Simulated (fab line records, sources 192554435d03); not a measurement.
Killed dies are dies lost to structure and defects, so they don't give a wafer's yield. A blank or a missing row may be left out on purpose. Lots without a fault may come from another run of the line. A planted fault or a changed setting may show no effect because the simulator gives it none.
Split-lot experiment | flow n5_finfet | 7 lots, 21 wafers read, on a route of 1938 steps

THE SPLIT
At N5_BEOL_M3_COAT_05 (resist thk 30 nm), the setting spin_rpm was moved away from the recipe's 1500 rpm on 3 of the 21 wafers read, by -7.7% to +10.5%. The other wafers ran this setting at the recipe's value.

The reading is taken at the split's own step.

THE READING
CAR-EUV_of_BEOL_M3_COAT_05.thk_nm (the simulator's own value, which no gauge read), in nm, at N5_BEOL_M3_COAT_05 (resist thk 30 nm). The file gives no usual value for it. The 18 wafers here that ran the recipe average 30.0 nm, standard deviation 0.067 nm.

wafer  | tool, chamber at the split | spin_rpm as run, rpm | against the recipe | CAR-EUV_of_BEOL_M3_COAT_05.thk_nm, nm | against lot-mates on the recipe
L077.1 | litho_track-04, 0          | 1500                 | recipe             | 30                                    | -
L077.3 | litho_track-04, 0          | 1657                 | +10.5%             | 28.4                                  | -1.6
L077.5 | litho_track-04, 0          | 1657                 | +10.5%             | 28.4                                  | -1.6
L079.1 | litho_track-03, 0          | 1500                 | recipe             | 30                                    | -
L079.2 | litho_track-03, 0          | 1500                 | recipe             | 30                                    | -
L079.4 | litho_track-03, 0          | 1500                 | recipe             | 30                                    | -
L083.4 | litho_track-02, 0          | 1500                 | recipe             | 30                                    | -
L083.5 | litho_track-02, 0          | 1500                 | recipe             | 30                                    | -
L083.6 | litho_track-02, 0          | 1500                 | recipe             | 30                                    | -
L084.2 | litho_track-03, 0          | 1384                 | -7.7%              | 31                                    | +1.1
L084.3 | litho_track-03, 0          | 1500                 | recipe             | 29.8                                  | -
L084.5 | litho_track-03, 0          | 1500                 | recipe             | 30                                    | -
L086.2 | litho_track-02, 0          | 1500                 | recipe             | 30                                    | -
L086.4 | litho_track-02, 0          | 1500                 | recipe             | 30                                    | -
L086.5 | litho_track-02, 0          | 1500                 | recipe             | 30                                    | -
L087.1 | litho_track-02, 0          | 1500                 | recipe             | 30                                    | -
L087.3 | litho_track-02, 0          | 1500                 | recipe             | 30                                    | -
L087.6 | litho_track-02, 0          | 1500                 | recipe             | 30                                    | -
L094.1 | litho_track-02, 0          | 1500                 | recipe             | 30                                    | -
L094.6 | litho_track-02, 0          | 1500                 | recipe             | 30                                    | -
L094.2 | litho_track-02, 0          | 1500                 | recipe             | 30.2                                  | -

THE FIT
A straight line over all 21 wafers: CAR-EUV_of_BEOL_M3_COAT_05.thk_nm changes by -0.147 nm for each +1% of spin_rpm; r = -0.99; the points scatter about the line by 0.074 nm.
The same after taking each lot's own level away (the mean of its wafers on the recipe; 21 wafers): -0.15 nm for each +1%; r = -1.00; scatter 0.052 nm.
On that fit, the largest move of spin_rpm shifts the reading by 1.6 nm.
The lots' own levels span 29.90 to 30.07 nm, that is 2.5 times the standard deviation above.
So the lot-to-lot level changes the slope little: the two slopes agree.
Check: with one of the wafers moved furthest among these (+10.5%) left out of the fit, the line predicts -1.56 nm for it against its lot-mates. It came out at -1.6 nm against them.

OTHER SPLITS ON THESE WAFERS
These wafers also went through other splits before the reading. Each is held against what the fit with the lots' levels taken away leaves over:
other split on the same wafers            | wafers away from the commonest value | r with CAR-EUV_of_BEOL_M3_COAT_05.thk_nm (lot level and that fit taken away)
N5_BEOL_M0_TRENCH_ETCH_107 target_depth_a | 5                                    | +0.00
N5_BEOL_M1_VIA_ETCH_34 bias_w             | 6                                    | +0.28
N5_BEOL_M2_EXPOSE_08 dose_mj              | 4                                    | +0.09
N5_BEOL_M2_ETCH_64 source_w               | 9                                    | -0.15

THE FILE'S OWN FIT
CAR-EUV_of_BEOL_M3_COAT_05.thk_nm changes by -0.149 nm for each +1% of spin_rpm, r = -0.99.
